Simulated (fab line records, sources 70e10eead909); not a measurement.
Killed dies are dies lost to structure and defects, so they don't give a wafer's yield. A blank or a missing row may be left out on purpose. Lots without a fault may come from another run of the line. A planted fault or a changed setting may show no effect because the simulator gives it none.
Which tool did it? | flow nand_harc | 6 lots, 18 wafers sampled, at 2 steps of a route of 1159

WHAT THE GAUGES READ, wafer by wafer
NHARC_P_GATE_CD_MEAS_59: target cd 720 nm.
lot  | measured     | on        | cd_nm (nm)
L207 | day 6 00:43  | cd_sem-01 | 719.2 716.6 718.0
L210 | day 6 15:14  | cd_sem-01 | 718.0 717.0 717.0
L212 | day 7 02:17  | cd_sem-03 | 719.3 717.4 718.2
L224 | day 10 07:04 | cd_sem-03 | 719.4 719.8 719.3
L226 | day 10 14:12 | cd_sem-01 | 719.6 720.1 721.4
L228 | day 10 23:59 | cd_sem-02 | 718.9 720.0 720.4

WHICH TOOL RAN EACH LOT (tool, then ch and the chambers of the sampled wafers, then the start)
lot  | NHARC_P_GATE_EXPOSE_56
L207 | krf_scanner-03 ch 0, day 6 00:34
L210 | krf_scanner-03 ch 0, day 6 15:05
L212 | krf_scanner-04 ch 0, day 7 02:08
L224 | krf_scanner-03 ch 0, day 10 06:54
L226 | krf_scanner-03 ch 0, day 10 14:03
L228 | krf_scanner-03 ch 0, day 10 23:50
- NHARC_P_GATE_EXPOSE_56: exposes mask P PSD, target cd 720 nm.

THE ANSWER, worked out from the rows above alone
Rule: what is usual is taken from the lots themselves. Put in order of their means at a reading, lots are off if they are a third of the lots or fewer, leave a main group of 4 or more, and stand apart from it by a gap of 3 or more times the standard deviation of the main group's means; of several such gaps the widest counts. A main group whose means are all the same, to the digits that the tables above print for the reading, isn't used. A lot without any number at a reading at which 4 lots or more have one is off too. The other lots that the step has rows for count as sound.
No lot is off at any reading shown: from this, nothing can be told.

WHAT THE SIMULATOR HAD PUT IN
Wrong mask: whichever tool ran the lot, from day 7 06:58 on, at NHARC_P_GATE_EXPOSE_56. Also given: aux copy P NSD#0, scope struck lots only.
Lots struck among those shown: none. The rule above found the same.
